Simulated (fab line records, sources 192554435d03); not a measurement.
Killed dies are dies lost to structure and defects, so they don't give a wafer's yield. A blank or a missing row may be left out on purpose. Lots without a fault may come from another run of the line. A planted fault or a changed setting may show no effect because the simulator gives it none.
Which tool did it? | flow n5_finfet | 12 lots, 34 wafers sampled, at 5 steps of a route of 1938

WHAT THE GAUGES READ, wafer by wafer
The record holds no reading of a measuring or inspecting step that can be judged against a usual standard deviation.

WHICH TOOL RAN EACH LOT (tool, then ch and the chambers of the sampled wafers, then the start)
lot  | N5_HKMG_FIN_ALD_72            | N5_GATE_CUT_ETCH_58                | N5_GATE_CUT_STRIP_59               | N5_GATE_CUT_PECVD_57            | N5_PASSIVATION_PROBE_49
L519 | cvd_w-02 ch 0,1, day 4 14:50  | rie_diel-03 ch 2,3, day 4 16:03    | rie_diel-03 ch 2,3, day 4 16:09    | pecvd-04 ch 0,1, day 4 18:34    | prober-02, day 13 19:58
L520 | cvd_w-02 ch 0,1, day 4 22:42  | rie_diel-03 ch 0,2, day 4 23:55    | rie_diel-03 ch 0,2, day 5 00:01    | pecvd-04 ch 0,1, day 5 02:25    | prober-02, day 14 10:40
L521 | cvd_w-01 ch 0,1, day 5 05:15  | rie_diel-03 ch 0,3, day 5 06:33    | rie_diel-03 ch 0,3, day 5 06:39    | pecvd-02 ch 1,2, day 5 10:01    | prober-02, day 14 13:40
L522 | cvd_w-02 ch 0,1, day 5 15:57  | rie_diel-02 ch 0,1,2, day 5 17:10  | rie_diel-02 ch 0,1,2, day 5 17:16  | pecvd-04 ch 0,1,2, day 5 19:41  | prober-01, day 14 19:44
L527 | cvd_w-02 ch 0,1, day 6 18:01  | rie_diel-01 ch 1,3, day 6 19:14    | rie_diel-01 ch 1,3, day 6 19:20    | pecvd-02 ch 0,2, day 6 21:55    | prober-01, day 15 19:17
L528 | cvd_w-02 ch 0,1, day 6 20:59  | rie_diel-01 ch 0,3, day 6 22:10    | rie_diel-01 ch 0,3, day 6 22:16    | pecvd-04 ch 0,2, day 7 00:42    | prober-02, day 16 02:38
L529 | cvd_w-02 ch 1, day 7 01:38    | rie_diel-01 ch 0,3, day 7 02:55    | rie_diel-01 ch 0,3, day 7 03:01    | pecvd-04 ch 0, day 7 05:26      | prober-01, day 16 03:01
L533 | cvd_w-02 ch 0,1, day 8 00:39  | rie_diel-02 ch 0,2, day 8 01:51    | rie_diel-02 ch 0,2, day 8 01:58    | pecvd-01 ch 1,2, day 8 04:22    | prober-01, day 18 01:24
L535 | cvd_w-02 ch 0,1, day 8 16:01  | rie_diel-03 ch 1,2, day 8 17:11    | rie_diel-03 ch 1,2, day 8 17:17    | pecvd-04 ch 1,2, day 8 19:42    | prober-01, day 17 03:46
L536 | cvd_w-01 ch 0,1, day 9 00:12  | rie_diel-03 ch 0,1,3, day 9 01:23  | rie_diel-03 ch 0,1,3, day 9 01:29  | pecvd-02 ch 0,1, day 9 04:13    | prober-02, day 19 02:32
L540 | cvd_w-02 ch 0,1, day 10 01:11 | rie_diel-03 ch 1,3, day 10 02:22   | rie_diel-03 ch 1,3, day 10 02:28   | pecvd-04 ch 0,1,2, day 10 04:52 | prober-02, day 20 02:27
L541 | cvd_w-02 ch 0,1, day 10 04:58 | rie_diel-01 ch 1,2,3, day 10 06:11 | rie_diel-01 ch 1,2,3, day 10 06:17 | pecvd-04 ch 0,1, day 10 09:11   | prober-01, day 20 03:07
- N5_HKMG_FIN_ALD_72: deposits W, target thk 2 nm, pulse time 1 s, purge time 2 s.
- N5_GATE_CUT_ETCH_58: etches SiNx in CH3F/O2, target depth 17 nm, time 128.6 s.
- N5_GATE_CUT_STRIP_59: strips in N2/H2, time 20 s.
- N5_GATE_CUT_PECVD_57: deposits SiNx from SiH4/NH3/N2, target thk 21 nm.
- N5_PASSIVATION_PROBE_49

WHAT THE TOOLS THEMSELVES READ (means of the sampled wafers that have a number; where no wafer has one, the mark that the record gives instead)
N5_HKMG_FIN_ALD_72. Usual: heater_power_w 480 W, standard deviation 32; precursor_pulse_height_rel 1.000, standard deviation 0.021.
lot  | tool     | heater_power_w (W) | precursor_pulse_height_rel | flag
L519 | cvd_w-02 | 496                | 0.979                      |
L520 | cvd_w-02 | 498                | 1.010                      |
L521 | cvd_w-01 | 453                | 0.999                      |
L522 | cvd_w-02 | 470                | 0.990                      |
L527 | cvd_w-02 | 497                | 0.986                      |
L528 | cvd_w-02 | 490                | 1.030                      |
L529 | cvd_w-02 | 455                | 1.002                      |
L533 | cvd_w-02 | 493                | 0.991                      |
L535 | cvd_w-02 | 481                | 0.996                      |
L536 | cvd_w-01 | 447                | 0.979                      |
L540 | cvd_w-02 | 468                | 0.988                      |
L541 | cvd_w-02 | 499                | 1.001                      |

N5_GATE_CUT_ETCH_58. Usual: drypump_motor_current_A 5.7 A, standard deviation 0.35; oes_product_au 0.76 a.u., standard deviation 0.062; rf_vpp_V 99.0 V, standard deviation 1; showerhead_plenum_p_Torr 2.00 Torr, standard deviation 0.061; throttle_valve_pct 16.51 %, standard deviation 0.18.
lot  | tool        | drypump_motor_current_A (A) | oes_product_au (a.u.) | rf_vpp_V (V) | showerhead_plenum_p_Torr (Torr) | throttle_valve_pct (%) | flag
L519 | rie_diel-03 | 5.4                         | 0.78                  | 99.5         | 2.00                            | 16.57                  |
L520 | rie_diel-03 | 5.4                         | 0.78                  | 99.0         | 2.00                            | 16.49                  |
L521 | rie_diel-03 | 5.5                         | 0.76                  | 98.0         | 2.00                            | 16.58                  |
L522 | rie_diel-02 | 5.7                         | 0.78                  | 98.2         | 2.01                            | 16.34                  |
L527 | rie_diel-01 | 6.2                         | 0.84                  | 99.2         | 1.97                            | 16.51                  |
L528 | rie_diel-01 | 6.1                         | 0.85                  | 99.6         | 1.95                            | 16.46                  |
L529 | rie_diel-01 | 6.1                         | 0.85                  | 98.2         | 1.95                            | 16.46                  |
L533 | rie_diel-02 | 5.7                         | 0.82                  | 100.0        | 1.96                            | 16.17                  |
L535 | rie_diel-03 | 5.5                         | 0.83                  | 99.7         | 2.04                            | 16.49                  |
L536 | rie_diel-03 | 5.6                         | 0.81                  | 99.2         | 2.04                            | 16.48                  |
L540 | rie_diel-03 | 5.8                         | 0.87                  | 100.5        | 2.08                            | 16.45                  |
L541 | rie_diel-01 | 6.0                         | 0.73                  | 99.3         | 1.98                            | 16.55                  |

N5_GATE_CUT_STRIP_59. Usual: drypump_motor_current_A 5.7 A, standard deviation 0.35; oes_product_au 0.76 a.u., standard deviation 0.061; rf_vpp_V 45.3 V, standard deviation 0.94; showerhead_plenum_p_Torr 3.38 Torr, standard deviation 0.098; throttle_valve_pct 12.44 %, standard deviation 0.2.
lot  | tool        | drypump_motor_current_A (A) | oes_product_au (a.u.) | rf_vpp_V (V) | showerhead_plenum_p_Torr (Torr) | throttle_valve_pct (%) | flag
L519 | rie_diel-03 | 5.4                         | 0.78                  | 44.0         | 3.37                            | 12.38                  |
L520 | rie_diel-03 | 5.4                         | 0.78                  | 44.5         | 3.38                            | 12.36                  |
L521 | rie_diel-03 | 5.5                         | 0.76                  | 45.1         | 3.36                            | 12.51                  |
L522 | rie_diel-02 | 5.7                         | 0.79                  | 45.0         | 3.40                            | 12.23                  |
L527 | rie_diel-01 | 6.2                         | 0.75                  | 44.4         | 3.33                            | 12.49                  |
L528 | rie_diel-01 | 6.1                         | 0.74                  | 45.4         | 3.31                            | 12.43                  |
L529 | rie_diel-01 | 6.1                         | 0.73                  | 44.9         | 3.31                            | 12.44                  |
L533 | rie_diel-02 | 5.8                         | 0.81                  | 44.7         | 3.32                            | 12.08                  |
L535 | rie_diel-03 | 5.5                         | 0.83                  | 45.5         | 3.44                            | 12.31                  |
L536 | rie_diel-03 | 5.6                         | 0.81                  | 46.3         | 3.43                            | 12.42                  |
L540 | rie_diel-03 | 5.8                         | 0.85                  | 45.4         | 3.50                            | 12.32                  |
L541 | rie_diel-01 | 6.0                         | 0.73                  | 45.2         | 3.36                            | 12.55                  |

N5_GATE_CUT_PECVD_57. Usual: heater_power_w 741 W, standard deviation 76; showerhead_plenum_p_Torr 5.14 Torr, standard deviation 0.064; throttle_valve_pct 39.7 %, standard deviation 1.8.
lot  | tool     | heater_power_w (W) | showerhead_plenum_p_Torr (Torr) | throttle_valve_pct (%) | flag
L519 | pecvd-04 | 706                | 5.10                            | 40.6                   |
L520 | pecvd-04 | 684                | 5.16                            | 41.0                   |
L521 | pecvd-02 | 812                | 5.09                            | 37.1                   |
L522 | pecvd-04 | 714                | 5.15                            | 40.2                   |
L527 | pecvd-02 | 856                | 5.06                            | 38.5                   |
L528 | pecvd-04 | 694                | 5.12                            | 39.9                   |
L529 | pecvd-04 | 698                | 5.05                            | 40.1                   |
L533 | pecvd-01 | 655                | 5.18                            | 38.0                   |
L535 | pecvd-04 | 744                | 5.21                            | 40.8                   |
L536 | pecvd-02 | 840                | 5.15                            | 40.0                   |
L540 | pecvd-04 | 695                | 5.14                            | 40.5                   |
L541 | pecvd-04 | 640                | 5.10                            | 40.6                   |

N5_PASSIVATION_PROBE_49. Usual: killed_at_M0_to_M3 36, standard deviation 11; killed_at_M4_up 14, standard deviation 5.2; killed_at_contacts 12, standard deviation 6.1; killed_at_front_end 40, standard deviation 12; killed_at_other 3.2, standard deviation 2.5; killed_dies 105, standard deviation 16; killed_open 68, standard deviation 12; killed_short 35, standard deviation 8.7.
lot  | tool      | killed_at_M0_to_M3 | killed_at_M4_up | killed_at_contacts | killed_at_front_end | killed_at_other | killed_dies | killed_open | killed_short | flag
L519 | prober-02 | 38                 | 19              | 9                  | 30                  | 4.0             | 100         | 72          | 27           |
L520 | prober-02 | 37                 | 16              | 6                  | 36                  | 2.3             | 97          | 63          | 33           |
L521 | prober-02 | 32                 | 10              | 21                 | 40                  | 4.0             | 107         | 68          | 35           |
L522 | prober-01 | 24                 | 16              | 12                 | 45                  | 4.0             | 100         | 63          | 32           |
L527 | prober-01 | 19                 | 11              | 11                 | 37                  | 3.0             | 81          | 48          | 27           |
L528 | prober-02 | 37                 | 9               | 10                 | 26                  | 6.0             | 88          | 54          | 28           |
L529 | prober-01 | 24                 | 14              | 20                 | 46                  | 0.5             | 106         | 64          | 35           |
L533 | prober-01 | 32                 | 13              | 10                 | 42                  | 6.3             | 103         | 66          | 34           |
L535 | prober-01 | 41                 | 14              | 17                 | 36                  | 2.7             | 111         | 76          | 33           |
L536 | prober-02 | 20                 | 16              | 14                 | 41                  | 2.0             | 93          | 59          | 30           |
L540 | prober-02 | 48                 | 16              | 9                  | 29                  | 3.0             | 106         | 69          | 31           |
L541 | prober-01 | 31                 | 11              | 16                 | 60                  | 1.3             | 118         | 74          | 41           |

THE ANSWER, worked out from the rows above alone
Rule: a lot is off if the mean of its wafers that have a number lies more than 3 standard deviations from the usual mean. A lot without any number at a reading at which 4 lots or more have one is off too. The other lots that the step has rows for count as sound. The gauges are gone through in route order, then the tools' own readings, and for those a lot's mean is taken as printed above. The first step at which some lot is off is used, and at that step the reading that is off furthest; a lot without a number counts as furthest.
No lot is off at any reading shown: from this, nothing can be told.

WHAT THE SIMULATOR HAD PUT IN
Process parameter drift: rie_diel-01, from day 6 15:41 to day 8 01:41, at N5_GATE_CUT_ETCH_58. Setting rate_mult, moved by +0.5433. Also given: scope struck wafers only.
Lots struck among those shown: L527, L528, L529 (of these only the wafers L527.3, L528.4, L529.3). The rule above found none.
